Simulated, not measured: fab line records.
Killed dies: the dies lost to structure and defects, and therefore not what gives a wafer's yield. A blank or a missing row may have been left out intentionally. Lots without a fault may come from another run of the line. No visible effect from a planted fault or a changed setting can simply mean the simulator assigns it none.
fab line records	flow nand-harc
[record] lots = 13	wafers = 39	last-day = 26
route steps=1159 shown P_ZERO_WELL@56 P_STI@90 END@1159
lots that met no fault: taken from a fault-free run of the same line
start-h: start of the lot's first displayed wafer, in hours after the record's first day	wait-h: hours since the lot's step before	" identical to the entry in the row above	L1.1+2: a row that stands for several wafers	- no value, or no start was given	* or withheld: withheld	< > ~ a bound
route shown NAME@n: names a module that has steps shown in the file, with the first one's number in the route	usual: mean and standard deviation over wafers with no fault	same: alike in all rows	chamber/n: place in a boat	sites: the reading at each site	_std_site: the standard deviation of these	_edge_site: inner sites' mean taken away from outer sites' mean	radius-mm: for every site, how far away it sits from the centre of the wafer	mask NAME#n: copy n	behind: tool/chamber where the wafer was last shaped	hold: why the lot was held/for how many hours/how that ended	device: the n, p or np transistor that did not switch	end of line: tests run on the same wafers once the route is complete	a step with no rows: only its recipe	killed: dies lost to structure and defects at the first sort, not the wafer's yield	map: per-die view of a wafer (x killed, . not killed, _ where there is no die)
set.NAME: the run value of the setting; set.NAME@STEP: its run value at that earlier step	model.NAME: the simulator's own value behind a step, which no gauge read
a sample of lots followed through the steps of the route, with each step as a table and each wafer as a row
services: from which hour (start-h, from the record's first day; less than 0 if before it) a tool's chamber was out of use, for how many hours, and why
[[steps]]
[step NHARC_P_ZERO_WELL_EXPOSE_49]
[recipe] na = 0.6	target-cd-nm = 2000	dose-mj = 22.64	mask-id = P_HVPW
[usual] focus-offset-nm = 0.0/0.52	reticle-temp-C = 23.00/0.094
lot.wafer	tool	chamber	start-h	wait-h	mask	focus-offset-nm	reticle-temp-C
L929.3	krf-scanner-04	0	17.63	-	P_HVPW#0	0.6	22.90
L929.4	"	0	"	"	P_HVPW#0	-0.5	22.93
L929.5	"	0	"	"	P_HVPW#0	-0.3	22.97
L931.1	krf-scanner-04	0	29.63	-	P_HVPW#0	0.6	23.03
L931.3	"	0	"	"	P_HVPW#0	0.0	22.97
L931.4	"	0	"	"	P_HVPW#0	-0.2	23.02
L932.1	krf-scanner-02	0	35.74	-	P_HVPW#0	0.8	22.91
L932.2	"	0	"	"	P_HVPW#0	0.6	23.06
L932.5	"	0	"	"	P_HVPW#0	0.4	22.91
L933.1	krf-scanner-04	0	41.66	-	P_HVPW#0	0.2	22.90
L933.2	"	0	"	"	P_HVPW#0	1.1	23.00
L933.4	"	0	"	"	P_HVPW#0	0.3	22.88
L934.2	krf-scanner-02	0	47.53	-	P_HVPW#0	0.6	22.91
L934.4	"	0	"	"	P_HVPW#0	-0.3	22.83
L934.5	"	0	"	"	P_HVPW#0	0.5	23.03
L936.4	krf-scanner-04	0	60.28	-	P_HVPW#0	0.3	22.87
L936.5	"	0	"	"	P_HVPW#0	0.4	23.07
L936.6	"	0	"	"	P_HVPW#0	0.7	23.11
L939.2	krf-scanner-01	0	77.58	-	P_HVPW#0	0.1	23.03
L939.4	"	0	"	"	P_HVPW#0	-0.8	23.04
L939.6	"	0	"	"	P_HVPW#0	0.4	23.05
L941.2	krf-scanner-04	0	89.73	-	P_HVPW#0	0.3	23.14
L941.3	"	0	"	"	P_HVPW#0	0.5	23.05
L941.6	"	0	"	"	P_HVPW#0	0.3	23.05
L942.2	krf-scanner-01	0	95.58	-	P_HVPW#0	0.3	23.05
L942.4	"	0	"	"	P_HVPW#0	-0.3	22.93
L942.6	"	0	"	"	P_HVPW#0	-0.5	23.01
L943.1	krf-scanner-02	0	101.63	-	P_HVPW_R1#0	0.0	23.01
L943.2	"	0	"	"	P_HVPW_R1#0	0.6	22.97
L943.5	"	0	"	"	P_HVPW_R1#0	0.4	23.08
L947.1	krf-scanner-02	0	125.42	-	P_HVPW#0	0.5	22.93
L947.3	"	0	"	"	P_HVPW#0	0.6	22.97
L947.4	"	0	"	"	P_HVPW#0	0.3	23.02
L951.2	krf-scanner-04	0	149.47	-	P_HVPW#0	-0.3	22.99
L951.3	"	0	"	"	P_HVPW#0	0.1	23.08
L951.6	"	0	"	"	P_HVPW#0	-0.7	22.99
L952.2	krf-scanner-02	0	155.75	-	P_HVPW#0	0.0	23.18
L952.4	"	0	"	"	P_HVPW#0	0.6	23.11
L952.6	"	0	"	"	P_HVPW#0	-0.7	23.07
[step NHARC_P_ZERO_WELL_CD_MEAS_52]
[recipe] target-cd-nm = 2000	landing-energy-ev = 500
[usual] cd-nm = 2000.3/1.7
[same] landing-energy-ev = 500
lot.wafer	tool	chamber	start-h	wait-h	cd-nm
L929.3	cd-sem-01	0	17.79	-	2000.7
L929.4	"	0	"	"	2000.7
L929.5	"	0	"	"	1999.5
L931.1	cd-sem-02	0	29.79	-	2001.8
L931.3	"	0	"	"	2002.6
L931.4	"	0	"	"	1999.9
L932.1	cd-sem-01	0	35.90	-	1999.7
L932.2	"	0	"	"	2001.3
L932.5	"	0	"	"	2000.0
L933.1	cd-sem-01	0	41.82	-	1998.4
L933.2	"	0	"	"	1998.3
L933.4	"	0	"	"	2001.1
L934.2	cd-sem-03	0	47.69	-	2001.3
L934.4	"	0	"	"	2000.2
L934.5	"	0	"	"	2001.4
L936.4	cd-sem-03	0	60.43	-	1998.8
L936.5	"	0	"	"	1999.0
L936.6	"	0	"	"	2001.0
L939.2	cd-sem-01	0	77.73	-	2003.2
L939.4	"	0	"	"	2003.9
L939.6	"	0	"	"	2004.7
L941.2	cd-sem-01	0	89.89	-	1998.4
L941.3	"	0	"	"	1996.6
L941.6	"	0	"	"	1996.6
L942.2	cd-sem-03	0	95.73	-	2000.9
L942.4	"	0	"	"	2001.8
L942.6	"	0	"	"	2001.3
L943.1	cd-sem-01	0	101.79	-	1572.0
L943.2	"	0	"	"	1572.2
L943.5	"	0	"	"	1570.7
L947.1	cd-sem-01	0	125.58	-	2001.2
L947.3	"	0	"	"	2000.3
L947.4	"	0	"	"	2000.7
L951.2	cd-sem-01	0	149.62	-	2002.3
L951.3	"	0	"	"	2001.0
L951.6	"	0	"	"	1999.4
L952.2	cd-sem-02	0	155.91	-	2000.6
L952.4	"	0	"	"	1998.6
L952.6	"	0	"	"	2002.2
[step NHARC_P_ZERO_WELL_INSPECT_43]
[usual] raw-defect-count = 14/6.3
lot.wafer	tool	chamber	start-h	wait-h	raw-defect-count
L929.3	defect-inspect-02	-	19.62	0.3	7
L929.4	"	-	"	"	19
L929.5	"	-	"	"	18
L931.1	defect-inspect-01	-	31.61	0.6	17
L931.3	"	-	"	"	11
L931.4	"	-	"	"	17
L932.1	defect-inspect-02	-	37.73	0.6	7
L932.2	"	-	"	"	8
L932.5	"	-	"	"	9
L933.1	defect-inspect-02	-	43.67	0.6	6
L933.2	"	-	"	"	5
L933.4	"	-	"	"	26
L934.2	defect-inspect-02	-	49.53	0.5	10
L934.4	"	-	"	"	11
L934.5	"	-	"	"	17
L936.4	defect-inspect-01	-	62.89	0.5	26
L936.5	"	-	"	"	17
L936.6	"	-	"	"	27
L939.2	defect-inspect-02	-	79.57	0.5	17
L939.4	"	-	"	"	8
L939.6	"	-	"	"	9
L941.2	defect-inspect-01	-	91.68	0.5	13
L941.3	"	-	"	"	22
L941.6	"	-	"	"	29
L942.2	defect-inspect-02	-	97.57	0.5	20
L942.4	"	-	"	"	20
L942.6	"	-	"	"	21
L943.1	defect-inspect-01	-	103.61	0.6	9
L943.2	"	-	"	"	17
L943.5	"	-	"	"	13
L947.1	defect-inspect-01	-	127.39	0.6	17
L947.3	"	-	"	"	25
L947.4	"	-	"	"	19
L951.2	defect-inspect-01	-	151.45	0.5	3
L951.3	"	-	"	"	5
L951.6	"	-	"	"	8
L952.2	defect-inspect-01	-	157.72	0.5	13
L952.4	"	-	"	"	10
L952.6	"	-	"	"	15
[step NHARC_P_STI_ETCH_15]
[recipe] target-depth-a = 3000	taper-deg = 4	time-s = 100.1	hbr-flow-sccm = 150	cl2-flow-sccm = 50	rf-w = 400	icp-w = 400	bias-w = 100	chemistry = HBr/Cl2
[usual] drypump-motor-current-A = 5.7/0.47	oes-product-au = 1.000/0.012	throttle-valve-pct = 26.406/0.0088
lot.wafer	tool	chamber	start-h	wait-h	drypump-motor-current-A	oes-product-au	rf-hours-counter-h	throttle-valve-pct
L929.3	rie-si-06	3	37.12	-	5.1	1.002	0.2	26.405
L929.4	"	1	"	"	6.0	1.010	0.1	26.413
L929.5	"	3	"	"	5.1	1.011	-	26.409
L932.1	rie-si-01	0	50.05	-	5.9	1.007	0.7	26.409
L932.2	"	2	"	"	5.9	1.003	0.5	26.417
L932.5	"	1	"	"	5.6	1.005	-	26.418
L931.3	rie-si-04	3	50.12	-	5.0	0.981	0.9	26.416
L931.1	"	2	"	"	6.0	1.005	0.9	26.395
L931.4	"	2	"	"	6.0	1.008	-	26.404
L933.2	rie-si-04	3	60.04	-	5.0	0.978	1.1	26.414
L933.1	"	1	"	"	5.2	1.016	0.9	26.389
L933.4	"	2	"	"	6.0	0.997	-	26.391
L934.4	rie-si-06	2	71.00	-	6.1	1.016	0.4	26.397
L934.2	"	3	"	"	5.0	1.010	0.4	26.399
L934.5	"	1	"	"	6.0	1.003	-	26.398
L936.4	rie-si-01	2	82.94	-	5.9	1.001	0.7	26.418
L936.5	"	2	"	"	5.9	1.011	-	26.415
L936.6	"	3	"	"	6.4	0.994	-	26.403
L939.2	rie-si-04	3	96.92	-	5.1	0.980	1.4	26.417
L939.6	"	3	"	"	5.0	0.971	-	26.395
L939.4	"	2	"	"	5.9	0.996	-	26.409
L941.3	rie-si-01	1	109.08	-	5.5	0.993	1.1	26.416
L941.2	"	2	"	"	5.9	1.000	1.0	26.398
L941.6	"	0	"	"	5.9	1.009	-	26.404
L942.2	rie-si-04	3	115.08	-	5.0	0.973	0.1	26.395
L942.6	"	1	"	"	5.1	1.015	-	26.403
L942.4	"	3	"	"	5.0	0.966	-	26.425
L947.1	rie-si-04	1	145.75	-	5.1	1.012	0.4	26.402
L947.3	"	2	"	"	6.0	0.992	0.4	26.389
L947.4	"	2	"	"	6.0	1.007	-	26.404
L951.2	rie-si-01	3	171.04	-	6.4	1.002	0.2	26.408
L951.3	"	1	"	"	5.5	0.995	0.3	26.410
L951.6	"	3	"	"	6.4	1.009	-	26.392
L952.4	rie-si-06	1	177.00	-	6.0	0.997	0.9	26.411
L952.2	"	3	"	"	5.1	0.997	1.1	26.401
L952.6	"	0	"	"	6.4	1.013	-	26.411
[step NHARC_P_STI_CD_MEAS_16]
[usual] cd-nm = 199.4/2.7
lot.wafer	tool	chamber	start-h	wait-h	cd-nm
L929.3	cd-sem-01	-	37.27	-	198.8
L929.4	"	-	"	"	198.0
L929.5	"	-	"	"	202.8
L932.1	cd-sem-01	-	50.22	-	199.9
L932.2	"	-	"	"	201.6
L932.5	"	-	"	"	198.2
L931.1	cd-sem-01	-	50.31	-	199.5
L931.3	"	-	"	"	198.0
L931.4	"	-	"	"	198.5
L933.1	cd-sem-03	-	60.23	-	202.7
L933.2	"	-	"	"	202.2
L933.4	"	-	"	"	200.0
L934.2	cd-sem-01	-	71.13	-	198.2
L934.4	"	-	"	"	202.9
L934.5	"	-	"	"	200.2
L936.4	cd-sem-03	-	83.13	-	201.9
L936.5	"	-	"	"	199.5
L936.6	"	-	"	"	197.6
L939.2	cd-sem-03	-	97.12	-	198.5
L939.4	"	-	"	"	198.0
L939.6	"	-	"	"	201.6
L941.2	cd-sem-03	-	109.23	-	203.2
L941.3	"	-	"	"	203.5
L941.6	"	-	"	"	201.4
L942.2	cd-sem-01	-	115.24	-	199.5
L942.4	"	-	"	"	200.7
L942.6	"	-	"	"	203.7
L947.1	cd-sem-02	-	145.94	-	203.4
L947.3	"	-	"	"	199.7
L947.4	"	-	"	"	201.9
L951.2	cd-sem-02	-	171.20	-	200.3
L951.3	"	-	"	"	202.8
L951.6	"	-	"	"	199.7
L952.2	cd-sem-02	-	177.15	-	194.1
L952.4	"	-	"	"	200.4
L952.6	"	-	"	"	198.7
[step NHARC_END_SORT_01]
[recipe] temp-c = 25
[usual] killed-at-array = 27/11	killed-at-other = 0.6/1	killed-at-periphery = 3.0/2.1	killed-dies = 31/12	killed-open = 3.2/1.7	killed-short = 1.7/1.4
[same] gross-dies = 677
lot.wafer	tool	chamber	start-h	wait-h	killed-at-array	killed-at-other	killed-at-periphery	killed-dies	killed-open	killed-short
L929.3	prober-01	0	462.26	3.1	23	1	1	25	4	1
L929.4	prober-01	0	463.04	3.3	23	0	2	25	3	1
L929.5	prober-01	0	463.83	3.6	21	1	1	23	2	1
L943.1	prober-02	0	540.05	2.5	22	0	573	595	4	3
L943.2	prober-02	0	540.85	2.8	32	1	589	622	6	2
L943.5	prober-02	0	543.24	3.7	29	1	584	614	7	1
// killed by level:class
L929.3 A_CHANNEL_HOLE_D1:chamber-film-flake=10 A_SLIT:chamber-film-flake=3 A_CHANNEL_FILL_D1:chamber-film-flake=3 A_CHANNEL_FILL_D1:geometric-particle:open=2 A_ONON_D1:geometric-particle:open=1 A_CONTACT:geometric-particle:open=1 A_M1:geometric-particle:short=1 P_STI:chamber-film-flake=1
L929.4 A_CHANNEL_HOLE_D1:chamber-film-flake=12 A_CHANNEL_FILL_D1:chamber-film-flake=6 A_CONTACT:chamber-film-flake=2 P_CONTACT:geometric-particle:open=1 P_M0:geometric-particle:open=1 A_SGD_CUT:geometric-particle:short=1 A_SGD_CUT:geometric-particle:open=1 A_SLIT:chamber-film-flake=1
L929.5 A_CHANNEL_HOLE_D1:chamber-film-flake=12 A_CHANNEL_FILL_D1:chamber-film-flake=2 A_STAIRCASE:chamber-film-flake=2 A_CHANNEL_FILL_D1:geometric-particle:open=1 A_SGD_CUT:geometric-particle:open=1 A_CONTACT:geometric-particle:short=1 P_ZERO_WELL:chamber-film-flake=1 A_SLIT:chamber-film-flake=1
L943.1 P_ZERO_WELL:area-expose=568 A_CHANNEL_HOLE_D1:chamber-film-flake=11 A_CONTACT:chamber-film-flake=4 P_CONTACT:geometric-particle:open=3 A_SLIT:chamber-film-flake=2 P_M1:geometric-particle:short=1 A_SGD_CUT:geometric-particle:short=1 A_WL_FILL:geometric-particle:short=1
L943.2 P_ZERO_WELL:area-expose=586 A_CHANNEL_HOLE_D1:chamber-film-flake=19 A_CONTACT:chamber-film-flake=3 P_M0:geometric-particle:open=2 A_SOURCE_PLATE:geometric-particle:open=2 A_CONTACT:geometric-particle:open=2 A_STAIRCASE:chamber-film-flake=2 A_SLIT:chamber-film-flake=2
L943.5 P_ZERO_WELL:area-expose=582 A_CHANNEL_HOLE_D1:chamber-film-flake=17 A_STAIRCASE:chamber-film-flake=3 P_M0:geometric-particle:open=2 A_CONTACT:chamber-film-flake=2 A_SOURCE_PLATE:geometric-particle:open=1 A_WL_FILL:geometric-particle:short=1 A_CONTACT:geometric-particle:open=1
[[services]]
tool	chamber	start-h	hours	kind
rie-si-06	-	6.03	9.0	pm
krf-scanner-04	-	21.54	0.9	repair
rie-si-04	1	25.35	7.9	repair
krf-scanner-01	-	34.18	35.8	repair
rie-si-04	0	35.75	125.9	repair
krf-scanner-02	-	38.00	4.0	pm
rie-si-01	-	55.90	0.5	repair
krf-scanner-04	-	59.09	0.8	repair
rie-si-04	-	61.39	0.1	repair
rie-si-01	-	74.00	0.3	repair
krf-scanner-02	-	79.20	5.6	repair
krf-scanner-01	-	86.40	0.7	repair
krf-scanner-04	-	94.32	0.2	repair
rie-si-04	-	99.00	9.0	pm
rie-si-04	1	99.00	9.0	vent-cycle
krf-scanner-02	-	106.36	2.0	repair
krf-scanner-01	-	124.06	0.3	repair
krf-scanner-04	-	126.02	4.0	pm
rie-si-01	-	127.00	9.0	pm
krf-scanner-04	0	136.20	-	calibration
rie-si-06	-	139.96	0.6	repair
rie-si-01	-	157.52	2.4	repair
rie-si-04	-	159.15	1.9	repair
krf-scanner-01	-	165.36	1.4	repair
[[key]]
[first-sign] step = NHARC_P_ZERO_WELL_EXPOSE_49	reading = mask	direction = changed
[effect] step = NHARC_P_ZERO_WELL_CD_MEAS_52	reading = cd-nm	direction = down	sigmas = 99+	usual = 2000.3	struck = 1571.7
[effect] step = NHARC_END_SORT_01	reading = killed-at-periphery	direction = up	sigmas = 99+	usual = 3.0	struck = 582
[more-kills-born-at] NHARC_P_ZERO_WELL_EXPOSE_49@krf-scanner-02 = 1736
met-at NHARC_P_ZERO_WELL_EXPOSE_49
struck-lots L943
later-rows-left-out L943.1,L943.2,L943.5
tester-left-out L943
not-acting-at NHARC_P_ZERO_WELL_INSPECT_43,NHARC_P_STI_ETCH_15,NHARC_P_STI_CD_MEAS_16
onset-between 47.53 101.63
[fault] kind = wrong-mask	tool = any	chamber = -	onset-h = 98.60	steps = NHARC_P_ZERO_WELL_EXPOSE_49	aux-copy = P_HVPW_R1#0	cd-offset-nm = -428.68	scope = struck-lots-only
// tester-left-out: of these lots the tester's yield and bins aren't shown, on N5 and GAA mostly nor the transistor test; their killed dies are dies lost to structure and defects alone, not to doping, threshold or leakage, so they don't give the yield
// later-rows-left-out: the simulator's readings of these wafers behind a module that went badly wrong aren't trusted and aren't shown, but for the sort
